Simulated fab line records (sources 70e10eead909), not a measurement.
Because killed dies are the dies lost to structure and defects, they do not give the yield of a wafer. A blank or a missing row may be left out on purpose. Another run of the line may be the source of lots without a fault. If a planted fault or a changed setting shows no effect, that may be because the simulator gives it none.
fab line records	flow nandHarc
[record] lots = 6	wafers = 18	lastDay = 33
route steps=1302 shown P_CONTACT@248 P_M0@253
lots that met no fault: taken from a fault-free run of the same line
startH: hours from the record's first day to the start of the lot's first wafer shown	waitH: hours since the lot's step before	" identical to the entry in the row above	L1.1+2: a row that stands for several wafers	- value missing, or start not given	* or withheld: withheld	< > ~ a bound
route shown NAME@n: a module of which the file shows steps, and the number in the route of the first	usual: mean and standard deviation over wafers with no fault	same: alike in all rows	chamber/n: place in a boat	sites: each site's reading	_std_site: how widely they spread, as a standard deviation	_edge_site: mean of outer sites minus mean of inner sites	radiusMm: for every site, how far away it sits from the centre of the wafer	mask NAME#n: copy n	behind: the tool/chamber that last shaped the wafer	hold: reason for holding the lot/hours on hold/outcome of the hold	device: whichever transistor did not switch (one of n, p or np)	end of line: the route-end tests of the same wafers	step lacking rows: just its recipe	killed: not the wafer's yield, but the dies lost to structure and defects at the first sort	map: a wafer's dies, marking killed ones x, the rest . and places with no die _
set.NAME: the run value of the setting; set.NAME@STEP: its run value at that earlier step	model.NAME: the simulator's own value behind a step, which no gauge read
certain route steps with their lots: each step a table, each wafer a row
services: from which hour (startH, from the record's first day; less than 0 if before it) a tool's chamber was out of use, for how many hours, and why
[[steps]]
[step NHARC_P_CONTACT_CVD_23]
[recipe] targetThkA = 2000	tempC = 300	pressureTorr = 40	wf6FlowSccm = 40	h2FlowSccm = 1600	arFlowSccm = 1560	timeS = 557	material = W
[usual] heaterPowerW = 454/30	throttleValvePct = 8.0/0.31
lot.wafer	tool	chamber	startH	waitH	heaterPowerW	throttleValvePct
L520.1	cvdW-02	1	-	-	487	8.1
L520.3	"	1	"	"	480	8.2
L520.5	"	1	"	"	487	8.2
L529.1	cvdW-02	0	-	-	428	7.7
L529.6	"	0	"	"	425	7.9
L529.5	"	1	"	"	486	8.3
L534.1	cvdW-01	1	-	-	463	8.0
L534.2	"	0	"	"	442	8.2
L534.3	"	0	"	"	457	8.1
L536.1	cvdW-01	1	-	-	469	7.8
L536.4	"	1	"	"	472	8.0
L536.5	"	1	"	"	474	8.2
L541.2	cvdW-01	1	-	-	477	7.5
L541.3	"	0	"	"	459	8.1
L541.5	"	0	"	"	460	8.1
L543.1	cvdW-02	0	-	-	422	8.0
L543.3	"	1	"	"	477	8.3
L543.5	"	0	"	"	417	7.9
[step NHARC_P_CONTACT_CMP_24]
[recipe] tOverpolishS = 30	targetThkNm = 200
[usual] motorCurrentA = 12.0/1.1	overpolishRunS = 30.000/0.008	timeToEndpointS = 39.5/2.6
lot.wafer	tool	chamber	startH	waitH	motorCurrentA	overpolishRunS	timeToEndpointS
L520.3	cmp-04	0	125.21	0.4	11.8	29.994	40.4
L520.1	"	1	"	"	12.3	30.006	40.0
L520.5	"	3	"	"	11.6	30.010	39.2
L529.1	cmp-01	2	213.10	0.6	12.2	30.000	39.4
L529.6	"	2	"	"	12.4	29.991	40.6
L529.5	"	3	"	"	12.4	30.008	37.9
L534.1	cmp-03	3	265.58	0.6	13.2	30.003	41.4
L534.2	"	0	"	"	13.4	30.003	40.1
L534.3	"	2	"	"	10.5	30.009	44.2
L536.1	cmp-03	0	280.19	0.6	13.3	30.005	36.5
L536.4	"	1	"	"	10.8	30.005	38.1
L536.5	"	3	"	"	13.8	29.989	38.9
L541.2	cmp-03	1	326.20	0.5	10.9	30.019	41.2
L541.3	"	0	"	"	13.8	30.012	41.7
L541.5	"	1	"	"	10.8	29.998	41.2
L543.3	cmp-03	2	353.72	0.4	10.6	30.001	43.1
L543.1	"	3	"	"	13.1	30.005	40.5
L543.5	"	3	"	"	13.4	30.013	38.1
[step NHARC_P_CONTACT_SRD_26]
[step NHARC_P_CONTACT_INSPECT_27]
[usual] rawDefectCount = 300/140
lot.wafer	tool	chamber	startH	waitH	rawDefectCount
L520.1	defectInspect-01	-	125.56	0.1	133
L520.3	"	-	"	"	210
L520.5	"	-	"	"	182
L529.1	defectInspect-02	-	213.50	0.1	250
L529.5	"	-	"	"	250
L529.6	"	-	"	"	266
L534.1	defectInspect-02	-	265.98	0.1	224
L534.2	"	-	"	"	319
L534.3	"	-	"	"	248
L536.1	defectInspect-01	-	280.57	0.1	113
L536.4	"	-	"	"	494
L536.5	"	-	"	"	211
L541.2	defectInspect-01	-	326.60	0.1	341
L541.3	"	-	"	"	368
L541.5	"	-	"	"	225
L543.1	defectInspect-02	-	354.12	0.1	263
L543.3	"	-	"	"	286
L543.5	"	-	"	"	238
[step NHARC_P_M0_DEP_00]
[recipe] targetThkA = 1500	targetThkNm = 150	tempC = withheld	pressureTorr = 5	flowSccm = 200	rfW = 600	material = SiOC
[step NHARC_P_M0_DEHYDRATE_01]
[recipe] tempC = 150	timeS = 120
[step NHARC_P_M0_HMDS_02]
[recipe] timeS = 30
[step NHARC_P_M0_COAT_33]
[recipe] tempC = 200	timeS = 65
[step NHARC_P_M0_COAT_03]
[recipe] spinRpm = 1500	resistThkNm = 90
[step NHARC_P_M0_SOFTBAKE_04]
[recipe] tempC = 105	timeS = 55
[step NHARC_P_M0_EBR_05]
[step NHARC_P_M0_EXPOSE_06]
[recipe] na = 1.35	targetCdNm = 90	doseMj = 81.28	maskId = P_M0
[usual] exposureDoseMJCm2 = 81.29/0.083	focusOffsetNm = 0.1/0.47	reticleTempC = 23.00/0.093
lot.wafer	tool	chamber	startH	waitH	mask	exposureDoseMJCm2	focusOffsetNm	reticleTempC
L520.1	arfiScanner-03	0	126.32	-	P_M0#0	81.34	-0.1	22.82
L520.3	"	0	"	"	P_M0#0	81.31	-0.3	22.92
L520.5	"	0	"	"	P_M0#0	81.38	-0.2	23.01
L529.1	arfiScanner-02	0	214.25	-	P_M0#0	81.27	-0.1	23.02
L529.5	"	0	"	"	P_M0#0	81.17	0.1	22.95
L529.6	"	0	"	"	P_M0#0	81.13	0.0	23.17
L534.1	arfiScanner-02	0	266.61	-	P_M0#0	43.20	0.1	23.10
L534.2	"	0	"	"	P_M0#0	43.10	0.2	23.11
L534.3	"	0	"	"	P_M0#0	43.19	1.2	23.12
L536.1	arfiScanner-02	0	281.33	-	P_M0#0	50.77	0.4	22.91
L536.4	"	0	"	"	P_M0#0	50.67	-0.7	23.05
L536.5	"	0	"	"	P_M0#0	50.73	0.0	22.78
L541.2	arfiScanner-01	0	327.24	-	P_M0#0	81.30	0.2	22.96
L541.3	"	0	"	"	P_M0#0	81.28	0.4	23.10
L541.5	"	0	"	"	P_M0#0	81.33	-0.5	23.15
L543.1	arfiScanner-01	0	354.89	-	P_M0#0	81.34	-0.3	23.00
L543.3	"	0	"	"	P_M0#0	81.25	-1.1	22.88
L543.5	"	0	"	"	P_M0#0	81.34	0.1	22.85
[step NHARC_P_M0_PEB_07]
[recipe] pebTempC = 100	pebTimeS = 65
[step NHARC_P_M0_DEVELOP_08]
[recipe] developTimeS = 35	devTempC = 23
[step NHARC_P_M0_CD_MEAS_09]
[recipe] targetCdNm = 90	landingEnergyEv = 500
[usual] cdNm = 89.8/0.47
lot.wafer	tool	chamber	startH	waitH	cdNm
L520.1	cdSem-02	0	126.46	-	89.9
L520.3	"	0	"	"	89.4
L520.5	"	0	"	"	89.9
L529.1	cdSem-02	0	214.40	-	89.9
L529.5	"	0	"	"	89.4
L529.6	"	0	"	"	88.7
L534.1	cdSem-03	0	266.75	-	50.6
L534.2	"	0	"	"	50.9
L534.3	"	0	"	"	50.2
L536.1	cdSem-02	0	281.47	-	60.3
L536.4	"	0	"	"	60.8
L536.5	"	0	"	"	60.8
L541.2	cdSem-02	0	327.38	-	90.0
L541.3	"	0	"	"	89.4
L541.5	"	0	"	"	89.3
L543.1	cdSem-03	0	355.03	-	89.1
L543.3	"	0	"	"	88.8
L543.5	"	0	"	"	89.2
[step NHARC_P_M0_OVL_MEAS_10]
[recipe] pitchNm = 180
[usual] overlayXNm = 0.3/0.86	overlayYNm = 0.3/1
lot.wafer	tool	chamber	startH	waitH	overlayXNm	overlayYNm
L520.1	overlay-02	-	126.55	-	0.3	-0.6
L520.3	"	-	"	"	0.4	-0.7
L520.5	"	-	"	"	-0.6	-0.5
L529.1	overlay-02	-	214.48	-	1.5	-1.5
L529.5	"	-	"	"	1.5	-1.1
L529.6	"	-	"	"	1.9	-1.1
L534.1	overlay-02	-	266.84	-	0.1	-0.6
L534.2	"	-	"	"	0.0	-0.3
L534.3	"	-	"	"	-0.3	-0.5
L536.1	overlay-01	-	281.56	-	-1.0	-1.6
L536.4	"	-	"	"	-1.0	-1.4
L536.5	"	-	"	"	-0.4	-0.7
L541.2	overlay-01	-	327.47	-	1.1	0.6
L541.3	"	-	"	"	1.0	0.3
L541.5	"	-	"	"	1.1	0.4
L543.1	overlay-02	-	355.11	-	1.1	1.8
L543.3	"	-	"	"	1.7	2.3
L543.5	"	-	"	"	1.4	2.3
[step NHARC_P_M0_INSPECT_11]
[usual] rawDefectCount = 4.5/2.4
lot.wafer	tool	chamber	startH	waitH	rawDefectCount
L520.1	defectInspect-01	-	126.59	0.0	4
L520.3	"	-	"	"	3
L520.5	"	-	"	"	5
L529.1	defectInspect-02	-	214.52	0.0	7
L529.5	"	-	"	"	2
L529.6	"	-	"	"	11
L534.1	defectInspect-01	-	266.88	0.0	3
L534.2	"	-	"	"	3
L534.3	"	-	"	"	3
L536.1	defectInspect-02	-	281.60	0.0	5
L536.4	"	-	"	"	4
L536.5	"	-	"	"	1
L541.2	defectInspect-02	-	327.50	0.0	8
L541.3	"	-	"	"	1
L541.5	"	-	"	"	3
L543.1	defectInspect-02	-	355.15	0.0	4
L543.3	"	-	"	"	6
L543.5	"	-	"	"	10
[step NHARC_P_M0_DESCUM_14]
[recipe] timeS = 3	o2FlowSccm = 200	arFlowSccm = 0	biasPowerW = 0	chemistry = O2
[usual] drypumpMotorCurrentA = 5.8/0.44	oesProductAu = 0.996/0.0073	rfVppV = 57.8/0.87	showerheadPlenumPTorr = 1.91/0.071	throttleValvePct = 11.311/0.0093
lot.wafer	tool	chamber	startH	waitH	drypumpMotorCurrentA	oesProductAu	rfHoursCounterH	rfVppV	showerheadPlenumPTorr	throttleValvePct	model.P_M0.cdNm
L520.3	rieDiel-04	0	126.65	0.1	5.4	0.987	34	56.6	1.81	11.309	89.91
L520.1	"	2	"	"	6.0	0.987	32	57.4	1.85	11.305	89.9
L520.5	"	3	"	"	5.4	1.004	-	58.3	1.90	11.312	90.14
L529.1	rieDiel-07	3	214.58	0.1	5.9	0.999	31	57.7	1.84	11.311	90.02
L529.5	"	3	"	"	5.8	0.999	-	56.8	1.84	11.318	89.63
L529.6	"	0	"	"	6.4	0.997	-	59.0	1.80	11.315	89.18
L534.3	rieDiel-12	3	266.95	0.1	6.6	1.002	24	56.6	1.98	11.288	51.09
L534.2	"	0	"	"	6.0	0.988	28	57.2	1.93	11.310	51.79
L534.1	"	1	"	"	5.7	1.006	24	57.7	2.02	11.326	51.14
L536.4	rieDiel-12	0	281.81	0.2	6.0	1.012	1	58.6	1.93	11.318	60.61
L536.1	"	1	"	"	5.7	1.000	1	57.8	2.02	11.329	60.06
L536.5	"	0	"	"	6.0	0.996	-	56.8	1.93	11.306	60.66
L541.3	rieDiel-12	0	327.57	0.1	6.1	1.001	7	57.4	1.92	11.303	89.89
L541.2	"	1	"	"	5.7	0.994	8	57.0	2.02	11.298	90.34
L541.5	"	3	"	"	6.5	0.994	-	57.0	1.97	11.334	89.16
L543.1	rieDiel-07	3	355.23	0.1	5.9	0.992	16	57.1	1.83	11.312	89.42
L543.3	"	0	"	"	6.5	1.005	15	56.5	1.79	11.315	88.9
L543.5	"	1	"	"	5.4	1.000	-	57.1	1.97	11.316	89.65
[step NHARC_P_M0_ETCH_34]
[recipe] targetDepthA = 400	overetchA = 120	timeS = 43.94	ionEnergyEv = 200	n2FlowSccm = 150	h2FlowSccm = 150	arFlowSccm = 0	rfW = 400	biasW = 150	chemistry = N2/H2
[usual] drypumpMotorCurrentA = 5.8/0.44	oesProductAu = 0.997/0.0075	rfVppV = 430.5/2.3	showerheadPlenumPTorr = 2.04/0.078	throttleValvePct = 14.173/0.0092
lot.wafer	tool	chamber	startH	waitH	drypumpMotorCurrentA	oesProductAu	rfHoursCounterH	rfVppV	showerheadPlenumPTorr	throttleValvePct
L520.3	rieDiel-04	2	127.48	0.8	6.0	0.998	33	428.3	1.97	14.165
L520.1	"	3	"	"	5.4	1.006	36	428.4	2.02	14.177
L520.5	"	1	"	"	4.9	0.998	-	429.5	1.99	14.183
L529.1	rieDiel-07	0	214.67	0.1	6.4	0.999	35	428.4	1.92	14.167
L529.6	"	3	"	"	5.9	0.985	-	429.0	1.96	14.168
L529.5	"	0	"	"	6.4	0.993	-	426.8	1.92	14.164
L534.1	rieDiel-12	1	267.02	0.1	5.7	0.994	24	433.0	2.16	14.182
L534.3	"	2	"	"	5.6	1.005	29	431.7	2.04	14.180
L534.2	"	0	"	"	6.1	0.996	28	430.5	2.05	14.168
L536.1	rieDiel-12	2	281.93	0.1	5.6	0.992	1	430.4	2.04	14.175
L536.4	"	3	"	"	6.5	0.993	1	433.1	2.11	14.175
L536.5	"	0	"	"	6.0	0.995	-	431.5	2.05	14.173
L541.3	rieDiel-12	2	327.65	0.1	5.6	1.011	7	429.4	2.04	14.179
L541.2	"	1	"	"	5.7	0.999	8	434.5	2.16	14.180
L541.5	"	3	"	"	6.6	0.999	-	432.8	2.11	14.192
L543.3	rieDiel-07	3	355.30	0.1	5.9	0.985	16	428.5	1.94	14.161
L543.1	"	1	"	"	5.4	1.003	18	433.3	2.11	14.165
L543.5	"	3	"	"	5.8	0.991	-	428.4	1.94	14.172
[step NHARC_P_M0_ETCH_15]
[recipe] targetDepthA = 1500	overetchA = 150	timeS = 82.5	c4f8FlowSccm = withheld	arFlowSccm = 400	rfW = 600	biasW = 300	chemistry = C4F8/Ar
[usual] oesProductAu = 0.948/0.019	rfVppV = 440.8/2.3
lot.wafer	tool	chamber	startH	waitH	oesProductAu	rfHoursCounterH	rfVppV	model.P_M0.cdNm
L520.3	rieDiel-04	0	-	-	0.921	34	437.0	90
L520.1	"	2	"	"	0.929	33	437.9	90.12
L520.5	"	0	"	"	0.929	-	437.9	90.16
L529.1	rieDiel-07	3	-	-	0.952	31	439.2	89.55
L529.6	"	0	"	"	0.951	-	437.4	88.94
L529.5	"	1	"	"	0.970	-	444.1	89.15
L534.3	rieDiel-12	2	-	-	0.966	29	439.8	51.05
L534.1	"	3	"	"	0.948	24	443.2	51.09
L534.2	"	1	"	"	0.976	24	444.0	52.18
L536.1	rieDiel-12	0	-	-	0.949	1	442.3	60.39
L536.4	"	2	"	"	0.944	1	441.8	60.46
L536.5	"	1	"	"	0.950	-	445.3	60.78
L541.2	rieDiel-12	0	-	-	0.923	7	441.8	90.28
L541.3	"	1	"	"	0.918	8	444.4	89.86
L541.5	"	3	"	"	0.917	-	443.2	88.69
L543.1	rieDiel-07	2	-	-	0.955	17	437.7	89.87
L543.3	"	3	"	"	0.966	16	436.6	88.9
L543.5	"	2	"	"	0.948	-	436.8	89.53
[step NHARC_P_M0_CD_MEAS_16]
[usual] cdNm = 89.9/0.59
lot.wafer	tool	chamber	startH	waitH	cdNm
L520.1	cdSem-02	-	127.68	-	90.4
L520.3	"	-	"	"	90.4
L520.5	"	-	"	"	89.7
L529.1	cdSem-02	-	214.88	-	89.3
L529.5	"	-	"	"	88.8
L529.6	"	-	"	"	89.0
L534.1	cdSem-02	-	267.24	-	51.1
L534.2	"	-	"	"	51.9
L534.3	"	-	"	"	51.2
L536.1	cdSem-01	-	282.13	-	60.5
L536.4	"	-	"	"	60.8
L536.5	"	-	"	"	60.7
L541.2	cdSem-02	-	327.86	-	90.3
L541.3	"	-	"	"	90.3
L541.5	"	-	"	"	88.9
L543.1	cdSem-01	-	355.51	-	89.9
L543.3	"	-	"	"	89.1
L543.5	"	-	"	"	89.6
[[services]]
tool	chamber	startH	hours	kind
arfiScanner-02	-	101.06	12.2	repair
rieDiel-12	3	114.67	2.5	repair
rieDiel-07	-	117.23	9.0	pm
rieDiel-07	1	130.85	20.2	repair
rieDiel-12	3	132.53	15.9	repair
rieDiel-12	1	137.72	19.1	repair
cmp-03	-	139.15	3.7	repair
arfiScanner-02	-	140.00	4.0	pm
rieDiel-07	3	146.30	6.3	repair
cmp-03	-	162.16	4.0	pm
rieDiel-12	3	166.26	2.0	repair
cvdW-01	-	185.00	13.0	pm
rieDiel-04	-	190.78	9.0	pm
cmp-03	-	211.56	1.1	repair
cvdW-01	0	232.11	2.7	repair
cvdW-01	1	251.62	5.7	repair
cmp-03	-	260.16	4.0	pm
rieDiel-12	-	268.52	9.0	pm
cvdW-02	-	269.10	13.0	pm
rieDiel-07	0	284.37	12.2	repair
rieDiel-07	-	294.23	9.0	pm
rieDiel-07	0	330.99	8.6	repair
rieDiel-12	1	334.90	2.0	repair
cmp-03	-	355.21	0.9	repair
[[key]]
[firstSign] step = NHARC_P_M0_EXPOSE_06	reading = exposureDoseMJCm2	direction = down	sigmas = 99+	usual = 81.29	struck = 46.94
[effect] step = NHARC_P_M0_CD_MEAS_09	reading = cdNm	direction = down	sigmas = 73	usual = 89.8	struck = 55.6	through = controlLoop
[effect] step = NHARC_P_M0_CD_MEAS_16	reading = cdNm	direction = down	sigmas = 57	usual = 89.9	struck = 56.0	through = controlLoop
[modelEffect] step = NHARC_P_M0_DESCUM_14	value = P_M0.cdNm	without = 90.08	struck = 55.89
[modelEffect] step = NHARC_P_M0_ETCH_15	value = P_M0.cdNm	without = 90.18	struck = 55.99
metAt NHARC_P_M0_EXPOSE_06
struckWafers L534.1,L534.2,L534.3,L536.1,L536.4,L536.5
laterRowsLeftOut L534.1,L534.2,L534.3,L536.1,L536.4,L536.5
sortLeftOut L534.1,L534.2,L534.3,L536.1,L536.4,L536.5
[loopTrim] step = NHARC_P_M0_EXPOSE_06	setting = dose	lots = L536
onsetBetween 214.25 266.61
[fault] kind = processParameterDrift	tool = arfiScanner-02	chamber = -	onsetH = 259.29	steps = NHARC_P_M0_EXPOSE_06	channel = doseMj	offset = -38.176	shape = step	actsIn = theseRecipesOnly	stated = 81.28
// sortLeftOut: the simulated sort isn't trusted on such a fault, so these wafers' sort isn't shown, and their yield isn't known
// laterRowsLeftOut: the simulator's readings of these wafers behind a module that went badly wrong aren't trusted and aren't shown, but for the sort
// loopTrim: a control loop set the setting to another value than it would have without faults
